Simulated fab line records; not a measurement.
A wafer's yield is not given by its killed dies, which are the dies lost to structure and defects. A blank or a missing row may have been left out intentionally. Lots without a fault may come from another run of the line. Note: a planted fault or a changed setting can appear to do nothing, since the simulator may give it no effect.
8D (eight disciplines) problem report, filled in by code + flow nandHarc + the parts of the form that need people (team, actions taken, sign-off) are left out

1. WHAT IS WRONG
Mean of cdNm at NHARC_P_M1_CD_MEAS_09: 120.2 nm across 6 wafers in 2 lots; on wafers with no fault it is 129.6 nm (standard deviation 0.59). Measured from the usual mean, that is -16 standard deviations.
The step: target cd 130 nm.
First seen on wafer L502.1, day 12 06:24, on cdSem-03. At this step, 42 wafers from 14 lots have a number in the record. By rule, "out" or "out of limits" means more than 4 standard deviations away from the usual mean. The rest of the wafers with a number are treated as sound.

2. WHAT IT IS AND WHAT IT IS NOT
| question                    | is                     | is not                                                                          |
|-----------------------------|------------------------|---------------------------------------------------------------------------------|
| which readings at this step | cdNm                   | -                                                                               |
| which lots                  | L502, L504             | L487, L489, L490, L492, L495, L496, L498, L499, L501, L505, L506, L508          |
| which wafers of those lots  | all that have a number | -                                                                               |
| read on which gauges        | cdSem-03               | cdSem-01, cdSem-02                                                              |
| when                        | from day 12 06:24      | up to then (27 sound wafers); but 9 sound wafers of L505, L506, L508 came after |

3. WHAT RULES OUT EACH SUSPECT
Counting: a tool stays on the suspect list if, at a process step up to the reading, it processed all lots that are out and no sound lot following the first of them.
- the gauge at NHARC_P_M1_CD_MEAS_09: ruled out. All the wafers that are out were read on cdSem-03, but those of them that NHARC_P_M1_PEB_07 has rows for are out there too, on other tools.
- pvdSputter-02 at NHARC_P_M0_PRE_CLEAN_29 (time 30 s): kept. All lots that are out passed through it, beginning with L502 at day 12 05:10, and no sound lot followed; its final sound lot before that point was L499 at day 11 04:56. NHARC_P_M0_PRE_CLEAN_29 gives no start for some lots, so the hours and the order of its lots are those of NHARC_P_M0_DEP_32.
- pvdSputter-02 at NHARC_P_M0_PVD_21 (deposits Cu, target thk 30 nm, time 20.49 s): kept. All lots that are out passed through it, beginning with L502 at day 12 05:10, and no sound lot followed; its final sound lot before that point was L499 at day 11 04:56. NHARC_P_M0_PVD_21 gives no start for some lots, so the hours and the order of its lots are those of NHARC_P_M0_DEP_32.
- lithoTrack-06 at NHARC_P_M1_PEB_07 (peb time 65 s): kept. All lots that are out passed through it, beginning with L502 at day 12 06:19, and no sound lot followed; its final sound lot before that point was L499 at day 11 05:57. Its own heaterPowerTotalW, plateTempC readings are out on those wafers.
The count leaves pvdSputter-02 at NHARC_P_M0_PRE_CLEAN_29, pvdSputter-02 at NHARC_P_M0_PVD_21, and lithoTrack-06 at NHARC_P_M1_PEB_07.

4. THE CAUSE (what the simulator had put in)
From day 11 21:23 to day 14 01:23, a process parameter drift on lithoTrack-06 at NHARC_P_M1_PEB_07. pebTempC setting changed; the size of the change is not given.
This tool is one of the 3 suspects left after counting.

5. THE EFFECT CHAIN, in route order
Each row: a reading where the mean over the struck wafers with a number is more than 3 standard deviations away from the usual. Readings are gone through only where the record gives a usual standard deviation; hours: the median, over the lots, of the time from a lot's start at the first step in this table giving one to that lot's start at this step; sigmas: the change measured in usual standard deviations.
| hours | step                  | reading           | usual    | on struck wafers | change | sigmas |
|-------|-----------------------|-------------------|----------|------------------|--------|--------|
| 0     | NHARC_P_M1_PEB_07     | heaterPowerTotalW | 156.6 W  | 151.4            | -5.2   | -12    |
| 0     | NHARC_P_M1_PEB_07     | plateTempC        | 100.03 C | 97.60            | -2.43  | -20    |
| 0     | NHARC_P_M1_CD_MEAS_09 | cdNm              | 129.6 nm | 120.2            | -9.4   | -16    |
Its process steps:
- NHARC_P_M1_PEB_07: peb time 65 s.

6. WHAT WOULD HAVE CAUGHT IT SOONER
In this record the first reading out of limits at a measuring or inspecting step was taken at day 12 06:24, 9 hours after the fault began at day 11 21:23.
At NHARC_P_M1_PEB_07, the tool's own readings (heaterPowerTotalW, plateTempC) were out on each struck wafer the step has a row for, so an alarm limit on them would have fired on the first such wafer.
Lots out: 2; of these, L504 started NHARC_P_M1_PEB_07 on lithoTrack-06 after day 12 06:24. Had the tool been put on hold then, it would have been spared.
